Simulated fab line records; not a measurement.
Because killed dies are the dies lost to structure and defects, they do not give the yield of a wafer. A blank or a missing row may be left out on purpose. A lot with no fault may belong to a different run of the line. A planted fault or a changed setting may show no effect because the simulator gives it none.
What tool caused it? | flow n5_finfet | Sampling: 9 lots, 25 wafers, 5 of 1938 route steps

## WHAT EACH GAUGE READ, for each wafer
N5_BEOL_M4_RC_MEAS_101.
lot  | measured     | on        | DIBL_N (mV/V)
L379 | day 8 13:13  | prober-02 | 40.9 39.4
L381 | day 9 05:56  | prober-02 | 35.4 34.6 37.6
L383 | day 9 06:20  | prober-01 | 35.2 38.6 39.4
L384 | day 9 13:22  | prober-02 | 36.1 36.6 36.8
L394 | day 12 03:23 | prober-01 | 39.1 35.9 40.5
L395 | day 12 15:34 | prober-01 | 35.0 37.8 38.7
L396 | day 12 20:08 | prober-01 | 41.5 40.1 39.6
L397 | day 12 20:01 | prober-02 | 35.4 37.2
L398 | day 13 11:34 | prober-01 | 35.2 33.2 35.0

## WHICH TOOL RAN EACH LOT (tool, then ch and the chambers of the sampled wafers, then the start)
lot  | N5_SDB_DESCUM_16                  | N5_SDB_ETCH_17                    | N5_SDB_CMP_30                | N5_HKMG_FIN_HK_ANNEAL_02
L379 | rie_diel-06 ch 2,3, day 4 04:53   | rie_diel-06 ch 2,3, day 4 04:56   | cmp-03 ch 0,1, day 4 08:26   | rtp_anneal-02 ch 0, day 4 09:49
L381 | rie_diel-03 ch 1,2,3, day 4 18:39 | rie_diel-03 ch 1,2,3, day 4 18:41 | cmp-02 ch 1,2,3, day 4 22:16 | rtp_anneal-01 ch 0, day 4 23:35
L383 | rie_diel-03 ch 2,3, day 5 05:40   | rie_diel-03 ch 2,3, day 5 05:41   | cmp-01 ch 0,3, day 5 10:39   | rtp_anneal-02 ch 0, day 5 12:08
L384 | rie_diel-03 ch 1,2, day 5 11:46   | rie_diel-03 ch 1,2, day 5 11:47   | cmp-02 ch 1,2, day 5 16:44   | rtp_anneal-01 ch 0, day 5 18:01
L394 | rie_diel-03 ch 1,2, day 8 01:02   | rie_diel-03 ch 1,2, day 8 01:05   | cmp-03 ch 0,1,3, day 8 05:20 | rtp_anneal-01 ch 0, day 8 06:31
L395 | rie_diel-03 ch 1,3, day 8 06:14   | rie_diel-03 ch 1,3, day 8 06:17   | cmp-02 ch 1,2,3, day 8 09:46 | rtp_anneal-02 ch 0, day 8 10:55
L396 | rie_diel-06 ch 0,1,3, day 8 12:35 | rie_diel-06 ch 0,1,3, day 8 12:37 | cmp-03 ch 1,2,3, day 8 17:11 | rtp_anneal-02 ch 0, day 8 18:25
L397 | rie_diel-03 ch 0,3, day 8 18:24   | rie_diel-03 ch 0,3, day 8 18:26   | cmp-02 ch 0,2, day 8 21:59   | rtp_anneal-01 ch 0, day 8 23:07
L398 | rie_diel-06 ch 1,2, day 9 02:15   | rie_diel-06 ch 1,2, day 9 02:17   | cmp-02 ch 1,2,3, day 9 05:48 | rtp_anneal-01 ch 0, day 9 07:02
- N5_SDB_DESCUM_16: chemistry O2, time 7.9 s.
- N5_SDB_ETCH_17: etches SiARC in CF4, target depth 23.4 nm, time 39 s.
- N5_SDB_CMP_30: polishes, stops on poly-Si, t overpolish 1.54 s, target thk 30 nm.
- N5_HKMG_FIN_HK_ANNEAL_02: time 30 s.

## THE ANSWER, worked out from the rows above alone
Rule: usual is defined by the lots themselves. Put in order of their means at a reading, lots are off if they are a third of the lots or fewer, leave a main group of 4 or more, and stand apart from it by a gap of 3 or more times the standard deviation of the main group's means; of several such gaps the widest counts. If all means in a main group match to the digits the tables above print for the reading, that group is not used. Also off: a lot with no number at a reading for which 4 or more lots have one. All remaining lots with rows at the step are treated as sound.
Across all readings shown, no lot is off: no conclusion can be drawn from this.

## WHAT THE SIMULATOR HAD PUT IN
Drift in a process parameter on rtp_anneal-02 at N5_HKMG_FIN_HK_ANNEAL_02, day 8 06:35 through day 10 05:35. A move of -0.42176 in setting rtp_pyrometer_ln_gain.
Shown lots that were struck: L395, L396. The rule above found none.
